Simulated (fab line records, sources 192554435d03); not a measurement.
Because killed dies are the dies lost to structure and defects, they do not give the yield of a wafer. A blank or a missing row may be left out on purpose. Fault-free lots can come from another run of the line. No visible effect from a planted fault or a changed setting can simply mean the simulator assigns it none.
Comparing a struck lot with a sound one || flow n5_finfet || 24 steps out of a route of 1938
Sound: the wafers L910.2, L910.4, L910.5. Struck: wafers L923.2, L923.3, L923.5. The cause comes at the end.
Order at every step that has rows: each side's tool, ch and its chambers, its first start. Under that, the readings that differ: sound wafers || struck wafers || difference of the means || sigmas: that difference in standard deviations of wafers without a fault.
alike: a reading whose means differ by less than 2 such deviations, as well as words and numbers matching on both sides. not compared: withheld readings; readings where some wafer has no value; bounds like >300 that might hide an equal value; numbers whose values overlap and for which the record gives no deviation.
Wherever a step has rows on one side only, a row that says differs or no value, or a row with sigmas, the two part there. Numbers that don't overlap but have no deviation are shown without sigmas and don't part them. Lack of a reading on every wafer of one side parts them only where that side has two or more wafers.

first, 8 steps without rows for these wafers: N5_BEOL_M6_ANNEAL_51 (time 90 s); N5_BEOL_M6_CMP_52 (polishes, stops on SiCOH lowk, t overpolish 6.9 s, target thk 80 nm); N5_BEOL_M6_PRE_CLEAN_55 (time 15 s); N5_BEOL_M6_DEP_56 (deposits SiCN from 3MS/NH3, target thk 10 nm, time 17.5 s); N5_BEOL_M7_ILD_DEP_00 (deposits SiCOH lowk from DEMS/porogen, target thk 179.75 nm, time 33.4 s); N5_BEOL_M7_CURE_74 (cures SiCOH lowk, time 240 s); N5_BEOL_M7_PECVD_70 (deposits SiO2 from TEOS/O2, target thk 20 nm, time 22.7 s); N5_BEOL_M7_HM_DEP_02 (deposits TiN, target thk 20 nm).
N5_BEOL_M7_COAT_59: time 60 s, resist thk 100 nm.
  sound on litho_track-01 ch 0, day 10 12:14; struck on litho_track-01 ch 0, day 13 08:47
{"reading": "spin_speed_rpm (rpm)", "sound": "1500.6 1500.3 1500.6", "struck": "1582.5 1583.9 1582.6", "difference": "+82.5", "sigmas": "+82"}
{"reading": "model.SOC_of_BEOL_M7_COAT_59.thk_nm (nm)", "sound": "99.6 99.8 99.6", "struck": "97.4 97.4 97.2", "difference": -2.3, "sigmas": ""}
then, 9 steps without rows for these wafers: N5_BEOL_M7_COAT_60 (time 60 s, resist thk 35 nm); N5_BEOL_M7_COAT_05 (resist thk 90 nm); N5_BEOL_M7_EBR_07; N5_BEOL_M7_SOFTBAKE_06 (time 60 s); N5_BEOL_M7_EXPOSE_08 (exposes mask M7); N5_BEOL_M7_PEB_09 (peb time 60 s); N5_BEOL_M7_DEVELOP_10 (develop time 30 s); N5_BEOL_M7_DESCUM_16 (chemistry O2, time 7.9 s); N5_BEOL_M7_ETCH_61 (etches SiARC in CF4, target depth 45.5 nm, time 75.8 s).
N5_BEOL_M7_ETCH_62: etches SOC in N2/H2, target depth 110 nm, overetch 22 nm, time 165 s.
  sound on rie_diel-01 ch 1,2, day 10 12:40; struck on rie_diel-01 ch 0,1, day 13 09:25
{"reading": "model.etch.depth_nm (nm)", "sound": "99.58 99.75 99.57", "struck": "97.36 97.37 97.18", "difference": -2.33, "sigmas": ""}
  alike: drypump_motor_current_A, oes_product_au, rf_vpp_V, showerhead_plenum_p_Torr, throttle_valve_pct
  not compared: rf_hours_counter_h
then, 2 steps without rows for these wafers: N5_BEOL_M7_STRIP_68 (strips in N2/H2); N5_BEOL_M7_STRIP_67 (strips in CF4).
N5_BEOL_M7_HM_OPEN_17: chemistry Cl2/BCl3, target TiN, target depth 20 nm, overetch 6 nm.
  sound on rie_metal-03 ch 0,1, day 10 12:51; struck on rie_metal-02 ch 0, day 13 09:36
{"reading": "model.SOC_of_BEOL_M7_COAT_59.thk_nm (nm)", "sound": "91.8 92 91.8", "struck": "89.6 89.4 89.4", "difference": -2.4, "sigmas": ""}
  alike: drypump_motor_current_A, mfc_ar_sccm, oes_product_au, throttle_valve_pct
  not compared: rf_hours_counter_h
then, 1 step without rows for these wafers: N5_BEOL_M7_STRIP_19 (strips in O2).
-- the record jumps here: 3 days lie between the struck wafers' starts before and after (it left off in module BEOL_M7 and takes up again in module PASSIVATION, whose first step shown is number 1936 of the route) --
N5_PASSIVATION_PROBE_49:
  only the struck wafers here have rows in the record (prober-01, day 16 14:19); the sound ones have none

## WHERE THEY PART
At N5_BEOL_M7_COAT_59 first; at N5_PASSIVATION_PROBE_49 last (within this record only).

WHY: whatever the simulator had introduced
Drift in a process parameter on litho_track-01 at N5_BEOL_M7_COAT_59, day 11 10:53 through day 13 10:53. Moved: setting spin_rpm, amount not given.
